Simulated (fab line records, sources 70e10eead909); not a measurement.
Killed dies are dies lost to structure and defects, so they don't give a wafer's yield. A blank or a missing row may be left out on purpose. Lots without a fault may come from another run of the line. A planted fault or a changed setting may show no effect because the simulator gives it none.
fab line records | flow nand_harc
record lots=14 wafers=42 last_day=24
route steps=1159 shown A_CONTACT@912 A_BONDPAD@1073 THIN_TSV@1127 END@1159
lots that met no fault: from a run of the same line without faults
start_h: hours from the record's first day to the start of the lot's first wafer shown | wait_h: hours since the lot's step before | " the same as in the row above | L1.1+2: a row that stands for several wafers | - no value, or no start given | * or withheld: withheld | < > ~ a bound
route shown NAME@n: a module of which the file shows steps, and the number in the route of the first | usual: mean/standard deviation of fault-free wafers | same: alike in all rows | chamber/n: place in a boat | sites: the reading at each site | _std_site: their standard deviation | _edge_site: outer sites' mean less inner sites' | radius_mm: how far each site lies from the wafer's centre | mask NAME#n: copy n | behind: the tool/chamber that last shaped the wafer | hold: why the lot was held/for how many hours/how that ended | device: the transistor (n, p or np) that didn't switch | end of line: the same wafers' tests at the end of the route | a step without rows: its recipe alone | killed: dies lost to structure and defects at the first sort, not the wafer's yield | map: a wafer's dies, x killed, . not, _ none there
set.NAME: the setting as run; set.NAME@STEP: as run at that earlier step | model.NAME: the simulator's own value behind a step, which no gauge read
steps of the route over a sample of lots; a table a step, a row a wafer
services: from which hour (start_h, from the record's first day; less than 0 if before it) a tool's chamber was out of use, for how many hours, and why
## steps
# step NHARC_A_CONTACT_ETCH_132
# recipe source_w=withheld pressure_mtorr=20 bias_v=1200 time_s=156 target_depth_a=9580 ar_flow_sccm=withheld c4f8_flow_sccm=withheld o2_flow_sccm=withheld chemistry=C4F8/O2/Ar
# columns lot.wafer tool chamber start_h wait_h rf_hours_counter_h
L591.2 har_cap_etch-02 0 386.04 0.1 12
L591.5 " 1 " " -
L591.6 " 0 " " -
L592.2 har_cap_etch-03 0 387.16 0.1 84
L592.4 " 0 " " -
L592.3 " 1 " " -
L593.3 har_cap_etch-02 0 388.42 0.1 -
L593.4 " 1 " " -
L593.6 " 0 " " -
L589.1 har_cap_etch-03 1 391.10 0.1 85
L589.4 " 1 " " -
L589.3 " 0 " " -
L594.3 har_cap_etch-02 0 401.71 0.1 -
L594.4 " 1 " " -
L594.5 " 0 " " -
L590.1 har_cap_etch-01 1 404.18 0.1 68
L590.3 " 0 " " -
L590.6 " 1 " " -
L597.1 har_cap_etch-02 0 434.06 0.1 20
L597.4 " 1 " " -
L597.6 " 1 " " -
L602.1 har_cap_etch-02 1 459.45 0.2 23
L602.3 " 0 " " -
L602.5 " 1 " " -
L606.1 har_cap_etch-01 1 470.65 0.1 79
L606.3 " 1 " " -
L606.6 " 0 " " -
L605.1 har_cap_etch-03 1 476.61 0.1 101
L605.4 " 0 " " -
L605.5 " 0 " " -
L607.1 har_cap_etch-03 1 481.32 0.1 102
L607.3 " 0 " " -
L607.6 " 1 " " -
L609.1 har_cap_etch-01 0 495.42 0.2 85
L609.2 " 1 " " 85
L609.4 " 0 " " -
L610.1 har_cap_etch-03 1 509.13 0.1 107
L610.4 " 1 " " -
L610.5 " 1 " " -
L612.2 har_cap_etch-01 1 511.53 0.1 87
L612.3 " 1 " " -
L612.6 " 1 " " -
# step NHARC_A_BONDPAD_OVL_MEAS_35
# usual overlay_x_nm=1/5.3 overlay_y_nm=-2/6.2
# columns lot.wafer tool chamber start_h wait_h overlay_x_nm overlay_y_nm
L591.2 overlay-02 - 410.82 - 1 5
L591.5 " - " " 1 5
L591.6 " - " " 1 5
L592.2 overlay-02 - 411.53 - -2 -11
L592.3 " - " " -2 -10
L592.4 " - " " -2 -11
L593.3 overlay-02 - 413.33 - -1 -3
L593.4 " - " " 0 -3
L593.6 " - " " 0 -3
L589.1 overlay-01 - 414.20 - -1 -13
L589.3 " - " " -2 -13
L589.4 " - " " -2 -12
L594.3 overlay-02 - 435.11 - 9 10
L594.4 " - " " 8 11
L594.5 " - " " 9 11
L590.1 overlay-02 - 437.94 - 6 -2
L590.3 " - " " 6 -2
L590.6 " - " " 6 -2
L597.1 overlay-02 - 465.50 - 1 -4
L597.4 " - " " 1 -3
L597.6 " - " " 1 -3
L602.1 overlay-01 - 486.21 - -11 7
L602.3 " - " " -10 7
L602.5 " - " " -10 8
L606.1 overlay-02 - 497.76 - 3 -8
L606.3 " - " " 3 -8
L606.6 " - " " 4 -7
L605.1 overlay-02 - 504.15 - 2 -5
L605.4 " - " " 2 -5
L605.5 " - " " 2 -5
L607.1 overlay-01 - 513.25 - 8 -3
L607.3 " - " " 8 -3
L607.6 " - " " 7 -3
L609.1 overlay-01 - 521.72 - 7 4
L609.2 " - " " 7 4
L609.4 " - " " 7 4
L610.1 overlay-02 - 539.15 - 8 3
L610.4 " - " " 8 4
L610.5 " - " " 9 3
L612.2 overlay-02 - 543.67 - -1 10
L612.3 " - " " 0 9
L612.6 " - " " -1 9
# step NHARC_THIN_TSV_DEGAS_49
# recipe temp_c=300 time_s=120
# usual heater_power_w=431/40
# columns lot.wafer tool chamber start_h wait_h heater_power_w
L593.3 pvd_sputter-02 - 435.01 0.1 490
L593.4 " - " " 453
L593.6 " - " " 408
L591.2 pvd_sputter-03 - 435.31 0.2 468
L591.6 " - " " 486
L591.5 " - " " 469
L589.1 pvd_sputter-01 - 435.63 0.1 404
L589.3 " - " " 436
L589.4 " - " " 408
L592.2 pvd_sputter-02 - 435.86 0.1 501
L592.3 " - " " 399
L592.4 " - " " 441
L594.3 pvd_sputter-03 - 454.04 0.1 469
L594.4 " - " " 366
L594.5 " - " " 461
L590.1 pvd_sputter-01 - 462.17 0.1 400
L590.3 " - " " 418
L590.6 " - " " 405
L597.4 pvd_sputter-03 - 485.79 0.1 360
L597.1 " - " " 420
L597.6 " - " " 413
L602.3 pvd_sputter-03 - 503.58 0.1 369
L602.1 " - " " 410
L602.5 " - " " 463
L606.3 pvd_sputter-02 - 519.50 0.1 409
L606.1 " - " " 444
L606.6 " - " " 442
L605.1 pvd_sputter-02 - 523.05 0.1 443
L605.4 " - " " 406
L605.5 " - " " 441
L607.1 pvd_sputter-03 - 538.13 0.1 364
L607.3 " - " " 477
L607.6 " - " " 364
L609.4 pvd_sputter-03 - 539.17 0.1 365
L609.1 " - " " 416
L609.2 " - " " 470
L610.1 pvd_sputter-03 - 560.86 0.1 467
L610.4 " - " " 365
L610.5 " - " " 466
L612.3 pvd_sputter-01 - 563.65 0.1 456
L612.2 " - " " 396
L612.6 " - " " 414
# step NHARC_END_SORT_01
# recipe temp_c=25
# usual killed_at_array=29/11 killed_at_other=0.6/1 killed_at_periphery=3.1/2.1 killed_dies=33/11 killed_open=3.1/1.9 killed_short=1.9/1.5
# same gross_dies=677
# columns lot.wafer tool chamber start_h wait_h killed_at_array killed_at_other killed_at_periphery killed_dies killed_open killed_short
L597.1 prober-01 0 501.97 2.5 82 0 8 90 1 0
L597.4 prober-01 0 504.35 3.4 113 1 3 117 2 3
L597.6 prober-01 0 505.94 4.0 101 0 4 105 2 2
L602.1 prober-02 0 523.41 2.5 95 2 2 99 2 3
L602.3 prober-02 0 525.04 3.1 82 2 1 85 1 2
L602.5 prober-02 0 526.66 3.8 104 2 4 110 2 0
L605.1 prober-02 0 539.21 2.5 41 0 6 47 5 5
L605.4 prober-02 0 541.63 3.4 37 1 2 40 1 1
L605.5 prober-02 0 542.43 3.7 44 0 8 52 1 5
L609.1 prober-02 0 556.77 2.5 34 0 2 36 1 1
L609.2 prober-02 0 557.58 2.8 34 0 1 35 3 1
L609.4 prober-02 0 559.21 3.4 39 0 1 40 2 2
# killed by level:class
L597.1 A_CONTACT:unspecified=64 A_CHANNEL_HOLE_D1:chamber_film_flake=10 A_SLIT:chamber_film_flake=7 P_ZERO_WELL:chamber_film_flake=3 P_STI:chamber_film_flake=3 P_GATE:geometric_particle:open=1 P_M2:chamber_film_flake=1 A_STAIRCASE:chamber_film_flake=1
L597.4 A_CONTACT:unspecified=81 A_CHANNEL_HOLE_D1:chamber_film_flake=14 A_SLIT:chamber_film_flake=11 A_ONON_D1:geometric_particle:short=2 P_STI:chamber_film_flake=2 A_STAIRCASE:chamber_film_flake=2 P_M0:geometric_particle:open=1 A_CHANNEL_HOLE_D1:geometric_particle:short=1
L597.6 A_CONTACT:unspecified=68 A_CHANNEL_HOLE_D1:chamber_film_flake=16 A_SLIT:chamber_film_flake=13 P_STI:chamber_film_flake=3 P_M0:geometric_particle:short=1 A_CONTACT:geometric_particle:open=1 A_M0:geometric_particle:open=1 A_M0:geometric_particle:short=1
L602.1 A_CONTACT:unspecified=67 A_CHANNEL_HOLE_D1:chamber_film_flake=19 A_ZERO_WELL:chamber_film_flake=2 A_STAIRCASE:chamber_film_flake=2 THIN_TSV:chamber_film_flake=2 A_ONON_D1:geometric_particle:short=1 A_SGD_CUT:geometric_particle:short=1 A_WL_FILL:geometric_particle:open=1
L602.3 A_CONTACT:unspecified=68 A_CHANNEL_HOLE_D1:chamber_film_flake=7 A_ZERO_WELL:chamber_film_flake=2 A_STAIRCASE:chamber_film_flake=2 THIN_TSV:chamber_film_flake=2 A_ONON_D1:geometric_particle:short=1 A_BLC:geometric_particle:open=1 A_M1:geometric_particle:short=1
L602.5 A_CONTACT:unspecified=77 A_CHANNEL_HOLE_D1:chamber_film_flake=21 P_M1:chamber_film_flake=3 A_STAIRCASE:chamber_film_flake=3 THIN_TSV:chamber_film_flake=2 A_ONON_D1:geometric_particle:open=1 A_CONTACT:geometric_particle:open=1 P_M2:chamber_film_flake=1
L605.1 A_SLIT:chamber_film_flake=17 A_CHANNEL_HOLE_D1:chamber_film_flake=8 A_STAIRCASE:chamber_film_flake=3 A_BLC:chamber_film_flake=3 P_M0:geometric_particle:open=2 A_SGD_CUT:geometric_particle:short=2 A_BLC:geometric_particle:open=2 P_M2:chamber_film_flake=2
L605.4 A_SLIT:chamber_film_flake=17 A_STAIRCASE:chamber_film_flake=10 A_CONTACT:chamber_film_flake=4 A_BLC:chamber_film_flake=4 P_STI:geometric_particle:short=1 A_CONTACT:geometric_particle:open=1 P_ZERO_WELL:chamber_film_flake=1 A_CHANNEL_HOLE_D1:chamber_film_flake=1
L605.5 A_SLIT:chamber_film_flake=21 A_CHANNEL_HOLE_D1:chamber_film_flake=6 P_M2:chamber_film_flake=5 A_STAIRCASE:chamber_film_flake=4 A_CONTACT:chamber_film_flake=4 A_BLC:chamber_film_flake=4 P_CONTACT:geometric_particle:short=2 A_CHANNEL_FILL_D1:geometric_particle:short=1
L609.1 A_CHANNEL_HOLE_D1:chamber_film_flake=12 A_SLIT:chamber_film_flake=9 A_CONTACT:chamber_film_flake=8 A_STAIRCASE:chamber_film_flake=2 P_M1:geometric_particle:short=1 A_CONTACT:geometric_particle:open=1 P_GATE:chamber_film_flake=1 A_WL_FILL:chamber_film_flake=1
L609.2 A_CHANNEL_HOLE_D1:chamber_film_flake=14 A_SLIT:chamber_film_flake=14 A_CONTACT:geometric_particle:open=3 A_CONTACT:chamber_film_flake=2 A_CONTACT:geometric_particle:short=1 P_GATE:chamber_film_flake=1
L609.4 A_SLIT:chamber_film_flake=22 A_CHANNEL_HOLE_D1:chamber_film_flake=7 A_CONTACT:chamber_film_flake=4 A_WL_FILL:chamber_film_flake=3 P_M0:geometric_particle:open=1 A_ONON_D1:geometric_particle:open=1 A_CHANNEL_HOLE_D1:geometric_particle:short=1 A_BLC:geometric_particle:short=1
## services
# columns tool chamber start_h hours kind
pvd_sputter-02 - 377.23 5.1 repair
pvd_sputter-02 - 392.00 10.0 pm
pvd_sputter-02 - 440.98 3.9 repair
pvd_sputter-02 - 455.16 38.8 repair
pvd_sputter-03 - 458.00 10.0 pm
pvd_sputter-01 - 497.49 2.8 repair
pvd_sputter-03 - 513.65 0.6 repair
pvd_sputter-01 - 514.00 10.0 pm
har_cap_etch-03 - 546.27 17.0 pm
har_cap_etch-03 0 546.27 17.0 vent_cycle
har_cap_etch-03 1 546.27 17.0 vent_cycle
har_cap_etch-03 0 563.27 - clean
har_cap_etch-03 1 563.27 - clean
## key
first_sign step=NHARC_END_SORT_01 reading=killed_dies direction=up sigmas=6.4 usual=33 struck=101
effect step=NHARC_END_SORT_01 reading=killed_at_array direction=up sigmas=6.3 usual=29 struck=96
more_kills_born_at NHARC_A_CONTACT_ETCH_132@har_cap_etch-02=425
met_at NHARC_A_CONTACT_ETCH_132
struck_lots L597,L602
tester_left_out L597,L602
not_acting_at NHARC_A_BONDPAD_OVL_MEAS_35,NHARC_THIN_TSV_DEGAS_49
onset_between 401.71 434.06
fault kind=chamber_particle_source tool=har_cap_etch-02 chamber=- onset_h=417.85 steps=NHARC_A_CONTACT_ETCH_132 rate_per_visit_cm2=0.52278 end_h=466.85
# tester_left_out: of these lots the tester's yield and bins aren't shown, on N5 and GAA mostly nor the transistor test; their killed dies are dies lost to structure and defects alone, not to doping, threshold or leakage, so they don't give the yield
